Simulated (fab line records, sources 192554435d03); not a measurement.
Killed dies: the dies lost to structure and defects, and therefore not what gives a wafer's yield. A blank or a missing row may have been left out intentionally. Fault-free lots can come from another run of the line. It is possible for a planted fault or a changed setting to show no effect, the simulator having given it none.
Split-lot trial	flow n5 finfet	21 wafers read across 7 lots, on a route 1938 steps long

SPLIT DETAILS
At N5_MOL_CONTACT_COAG_COAT_78 (resist thk 40 nm), the setting spin rpm was moved away from the recipe's 1500 rpm on 8 of the 21 wafers read, by -9.4% to +8.8%. For the rest of the wafers, this setting stayed at what the recipe calls for.

FROM THE SPLIT TO THE READING: what the file shows between them, 4 steps
- N5_MOL_CONTACT_COAG_EBR_80
- N5_MOL_CONTACT_COAG_SOFTBAKE_79: time 60 s
- N5_MOL_CONTACT_COAG_DESCUM_88: chemistry O2, time 7 s
- N5_MOL_CONTACT_COAG_ETCH_89: etches underlayer in N2/H2, target depth 13 nm, time 10.4 s

THE READING
CAR-EUV_of_MOL_CONTACT_COAG_COAT_78.thk nm (the simulator's own value, which no gauge read), in nm, at N5_MOL_CONTACT_COAG_ETCH_90 (etches SiARC in CF4, target depth 13 nm, time 21.7 s). No usual value for it is given in the file. Across the 13 wafers here that went through the recipe, the average is 16.9 nm and the standard deviation 0.17 nm.

wafer	tool, chamber at the split	spin rpm as run, rpm	against the recipe	CAR-EUV_of_MOL_CONTACT_COAG_COAT_78.thk nm, nm	against lot-mates on the recipe
L074.1	litho track-01, 0	1500	recipe	16.8	-
L074.2	litho track-01, 0	1500	recipe	16.8	-
L074.3	litho track-01, 0	1578	+5.2%	15.8	-1.0
L076.1	litho track-01, 0	1359	-9.4%	19.2	+2.2
L076.2	litho track-01, 0	1359	-9.4%	19.2	+2.2
L076.6	litho track-01, 0	1500	recipe	17	-
L083.3	litho track-02, 0	1500	recipe	16.8	-
L083.4	litho track-02, 0	1632	+8.8%	15.2	-1.6
L083.5	litho track-02, 0	1632	+8.8%	15.2	-1.6
L089.1	litho track-01, 0	1500	recipe	16.8	-
L089.4	litho track-01, 0	1500	recipe	17	-
L089.5	litho track-01, 0	1500	recipe	16.8	-
L092.1	litho track-02, 0	1500	recipe	16.8	-
L092.4	litho track-02, 0	1500	recipe	16.8	-
L092.6	litho track-02, 0	1500	recipe	16.8	-
L095.1	litho track-05, 0	1564	+4.3%	16.2	no lot-mate on the recipe
L095.3	litho track-05, 0	1564	+4.3%	16.4	no lot-mate on the recipe
L095.4	litho track-05, 0	1564	+4.3%	16.4	no lot-mate on the recipe
L096.2	litho track-05, 0	1500	recipe	16.6	-
L096.4	litho track-05, 0	1500	recipe	17.2	-
L096.5	litho track-05, 0	1500	recipe	17.2	-

THE FIT
A straight line over all 21 wafers: CAR-EUV_of_MOL_CONTACT_COAG_COAT_78.thk nm changes by -0.212 nm for each +1% of spin rpm; r = -0.98; the points scatter about the line by 0.21 nm.
The same after taking each lot's own level away (the mean of its wafers on the recipe; 18 wafers): -0.209 nm for each +1%; r = -0.99; scatter 0.17 nm.
According to that fit, moving spin rpm by its largest amount changes the reading by 2 nm.
From 16.80 to 17.00 nm: that is the span of the lots' own levels, equal to 1.2 times the standard deviation above.
So the lot-to-lot level changes the slope little: the two slopes agree.
Check: with one of the wafers moved furthest among these (-9.4%) left out of the fit, the line predicts +1.94 nm for it against its lot-mates. Against them it came out at +2.2 nm.

OTHER SPLITS ON THESE WAFERS
Other splits were also applied to these wafers ahead of the reading. Each is held against what the fit with the lots' levels taken away leaves over:
other split on the same wafers	wafers away from the commonest value	r with CAR-EUV_of_MOL_CONTACT_COAG_COAT_78.thk nm (lot level and that fit taken away)
N5_MOL_CONTACT_COAG_CONTACT_ETCH_14 time s	12	+0.10
N5_MOL_CONTACT_COAG_COAT_76 spin rpm	8	+0.60

THE WHOLE CHAIN: every reading that the file lists as answering this split, in the file's order
step	what it does	reading	change (the file's fit)	r (the file's)
N5_MOL_CONTACT_COAG_COAT_78	resist thk 40 nm	CAR-EUV_of_MOL_CONTACT_COAG_COAT_78.thk nm (the simulator's own value, which no gauge read)	-0.2 nm for each +1% of the setting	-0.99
N5_MOL_CONTACT_COAG_DESCUM_88	chemistry O2, time 7 s	CAR-EUV_of_MOL_CONTACT_COAG_COAT_78.thk nm (the simulator's own value, which no gauge read)	-0.19 nm for each +1% of the setting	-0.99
N5_MOL_CONTACT_COAG_ETCH_90	etches SiARC in CF4, target depth 13 nm, time 21.7 s	CAR-EUV_of_MOL_CONTACT_COAG_COAT_78.thk nm (the simulator's own value, which no gauge read)	-0.207 nm for each +1% of the setting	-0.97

THE FILE'S OWN FIT
CAR-EUV_of_MOL_CONTACT_COAG_COAT_78.thk nm changes by -0.207 nm for each +1% of spin rpm, r = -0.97.
